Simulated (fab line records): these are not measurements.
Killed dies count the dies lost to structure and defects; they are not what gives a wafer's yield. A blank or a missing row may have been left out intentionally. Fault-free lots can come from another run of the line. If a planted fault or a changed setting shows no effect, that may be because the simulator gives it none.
Matching of chambers -- flow n5-finfet -- N5_SDB_DESCUM_16 on rie-diel-06: 4 sister chambers
The step chemistry O2, time 7.9 s. 4 wafers are shown with their chamber, then 8 later ones without.

## WAFERS PAIRED WITH THEIR CHAMBERS
wafer,chamber,showerhead-plenum-p-Torr (Torr)
L081.3,2,2.14
L082.1,3,2.07
L082.5,1,1.98
L084.2,0,2.14

## WAFERS MISSING THEIR CHAMBER
wafer,showerhead-plenum-p-Torr (Torr)
L084.5,2.13
L084.6,1.98
L092.1,2.06
L092.3,2.13
L092.5,2.13
L094.1,2.06
L094.4,2.13
L094.5,1.97

## EACH ONE'S CHAMBER
wafer,from the rows above,in truth
L084.5,can't be placed: 0 or 2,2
L084.6,1,1
L092.1,3,3
L092.3,can't be placed: 0 or 2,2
L092.5,can't be placed: 0 or 2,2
L094.1,3,3
L094.4,can't be placed: 0 or 2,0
L094.5,1,1
4 of 8 placed correctly. These rows do not allow placing 4 (true chamber among the candidates in 4). Placed wrongly: 0.
How it was worked out, from the rows above alone: a wafer's distance from a chamber is the root of the sum, over the readings, of the square of ((its reading less the chamber's mean) divided by the reading's scatter). If the next closest chamber is less than 2 further off than the closest, the wafer can't be placed; otherwise it belongs to the closest. A chamber's mean is the mean of its shown wafers. The scatter: with one shown wafer a chamber, the root of the mean of the squares of how far each hidden wafer lies from its nearest shown one.
